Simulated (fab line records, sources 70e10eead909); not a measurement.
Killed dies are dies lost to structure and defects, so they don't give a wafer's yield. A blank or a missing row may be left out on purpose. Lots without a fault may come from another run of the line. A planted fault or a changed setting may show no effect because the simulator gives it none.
Chamber matching | flow nand_harc | NHARC_A_BONDPAD_ETCH_12 on rie_diel-06: 4 sister chambers
The step etches the open film in CHF3/O2, target depth 220 nm, time 110 s. 16 wafers are shown with their chamber, then 8 later ones without.

WAFERS WITH THEIR CHAMBER
wafer  | chamber | drypump_motor_current_A (A) | rf_vpp_V (V) | throttle_valve_pct (%)
L701.1 | 0       | 6.0                         | 370.3        | 20.558
L701.4 | 2       | 5.8                         | 369.9        | 20.562
L701.5 | 0       | 6.0                         | 372.4        | 20.568
L702.3 | 1       | 5.2                         | 370.3        | 20.575
L702.5 | 0       | 6.0                         | 370.6        | 20.560
L702.6 | 3       | 5.1                         | 368.4        | 20.571
L705.1 | 2       | 5.8                         | 368.9        | 20.583
L705.4 | 3       | 5.1                         | 369.7        | 20.588
L705.5 | 3       | 5.1                         | 368.8        | 20.581
L706.1 | 0       | 6.0                         | 370.3        | 20.568
L706.2 | 1       | 5.2                         | 367.3        | 20.555
L706.3 | 2       | 5.8                         | 368.8        | 20.574
L708.1 | 1       | 5.2                         | 369.1        | 20.598
L708.2 | 0       | 6.0                         | 372.3        | 20.574
L708.5 | 3       | 5.0                         | 368.7        | 20.592
L709.2 | 2       | 5.8                         | 370.1        | 20.560

SIGNATURES (means of the wafers above)
reading                 | chamber 0 | chamber 1 | chamber 2 | chamber 3 | scatter within a chamber
drypump_motor_current_A | 6.000     | 5.200     | 5.800     | 5.075     | 0.025
rf_vpp_V                | 371.180   | 368.900   | 369.425   | 368.900   | 0.978
throttle_valve_pct      | 20.56560  | 20.57600  | 20.56975  | 20.58300  | 0.0119
Rule: a wafer's distance from a chamber is the root of the sum, over the readings, of the square of ((its reading less the chamber's mean) divided by the reading's scatter). The wafer belongs to the nearest chamber; if the next one is less than 2 further off, it can't be placed. The scatter: the root of (the sum of the squares of (reading less its chamber's mean) over the shown wafers, divided by (wafers less chambers)).

WAFERS WITHOUT THEIR CHAMBER
wafer  | drypump_motor_current_A (A) | rf_vpp_V (V) | throttle_valve_pct (%)
L709.3 | 6.0                         | 371.7        | 20.567
L709.6 | 5.8                         | 368.7        | 20.575
L710.1 | 5.1                         | 370.0        | 20.587
L710.4 | 5.1                         | 369.8        | 20.550
L710.6 | 5.8                         | 368.9        | 20.586
L712.4 | 6.0                         | 371.4        | 20.567
L712.5 | 5.2                         | 370.1        | 20.576
L712.6 | 6.0                         | 370.5        | 20.569

WHICH CHAMBER EACH WENT THROUGH
wafer  | from the rows above     | in truth
L709.3 | 0                       | 0
L709.6 | 2                       | 2
L710.1 | 3                       | 3
L710.4 | can't be placed: 3 or 1 | 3
L710.6 | 2                       | 2
L712.4 | 0                       | 0
L712.5 | 1                       | 1
L712.6 | 0                       | 0
Placed correctly: 7 of 8. Can't be placed from these rows: 1 (the true chamber is among the candidates in 1). Placed wrongly: 0.
